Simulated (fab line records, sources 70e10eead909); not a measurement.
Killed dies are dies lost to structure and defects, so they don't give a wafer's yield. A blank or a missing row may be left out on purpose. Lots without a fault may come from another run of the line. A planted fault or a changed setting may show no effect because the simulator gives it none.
Problem report in the 8D (eight disciplines) form, filled by code | flow nand_harc | the parts of the form that need people (team, actions taken, sign-off) are left out

1. THE PROBLEM
rf_fwd_power_W at NHARC_A_STAIRCASE_ETCH_230 reads a mean of 832.9 W on 2 wafers of 2 lots; wafers without a fault read 592.6 W with a standard deviation of 2. That is +99 or more standard deviations from the usual mean.
The step: etches the open film in C4F8/O2, target depth 100 nm, time 40.5 s.
First seen on wafer L980.6, day 18 00:52, on rie_diel-04. The record holds 42 wafers of 14 lots with a number at this step. Rule for "out", or "out of limits": more than 4 standard deviations from the usual mean. The other wafers with a number count as sound.

2. WHAT IT IS AND WHAT IT IS NOT
question                    | is                             | is not
which readings at this step | rf_fwd_power_W, oes_product_au | rf_vpp_V
which lots                  | L980, L983                     | L977, L978, L989, L990, L991, L992, L993, L994, L996, L997, L998, L999
which wafers of those lots  | L980.6, L983.1                 | L980.2, L980.3, L983.3, L983.5
read on which tools         | rie_diel-04                    | rie_diel-01, rie_diel-07
when                        | from day 18 00:52              | up to then (8 sound wafers); but 32 sound wafers of L983, L989, L990, L991, L992, L993, L994, L996, L997, L998, L999 came after

3. SUSPECTS, AND WHAT RULES EACH OUT
Counting: a tool at a process step up to the reading stays a suspect if it ran every lot that is out. Sound lots after the first of them don't rule it out here, since some wafers of a struck lot are sound.
- rie_diel-07 at NHARC_A_STAIRCASE_ETCH_203 (etches the open film in C4F8/O2, target depth 100 nm, time 40.5 s): kept. It ran every lot that is out, first L980 (day 17 23:34); its last sound lot up to then is L977 (day 16 20:14). NHARC_A_STAIRCASE_ETCH_203 gives no start for some lots, so the hours and the order of its lots are those of NHARC_A_STAIRCASE_TRIM_220.
- rie_diel-04 at NHARC_A_STAIRCASE_ETCH_230 (etches the open film in C4F8/O2, target depth 100 nm, time 40.5 s): kept. It ran every lot that is out, first L980 (day 18 00:52); its last sound lot up to then is L978 (day 17 03:17). Its own readings are out on those wafers: oes_product_au, rf_fwd_power_W.
- Within rie_diel-04 at NHARC_A_STAIRCASE_ETCH_230: the wafers that are out ran in chamber 3; their sound lot-mates ran in chambers 0, 1, 2.
Left after counting: rie_diel-07 at NHARC_A_STAIRCASE_ETCH_203, rie_diel-04 at NHARC_A_STAIRCASE_ETCH_230.

4. THE CAUSE (what the simulator had put in)
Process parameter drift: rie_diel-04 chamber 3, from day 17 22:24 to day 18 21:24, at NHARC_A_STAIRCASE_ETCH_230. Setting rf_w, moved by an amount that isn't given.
Counting left 2 suspects, and this tool is among them.

5. THE CHAIN OF EFFECTS, in route order
Each row: a reading whose mean over the struck wafers that have a number lies more than 3 standard deviations from the usual. Only readings for which the record gives a usual standard deviation are gone through. hours: the time from each lot's start at the first step in this table that gives one to its start at this step, as a median over the lots. sigmas: the change in usual standard deviations.
hours | step                       | reading        | usual      | on struck wafers | change | sigmas
0     | NHARC_A_STAIRCASE_ETCH_230 | oes_product_au | 0.950 a.u. | 1.194            | +0.244 | +14
0     | NHARC_A_STAIRCASE_ETCH_230 | rf_fwd_power_W | 592.6 W    | 832.9            | +240.3 | +99 or more
The process steps in it:
- NHARC_A_STAIRCASE_ETCH_230: etches the open film in C4F8/O2, target depth 100 nm, time 40.5 s.

6. WHAT WOULD HAVE CAUGHT IT SOONER
In this record the first reading out of limits was taken at day 18 00:52, 2 hours after the fault began at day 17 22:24.
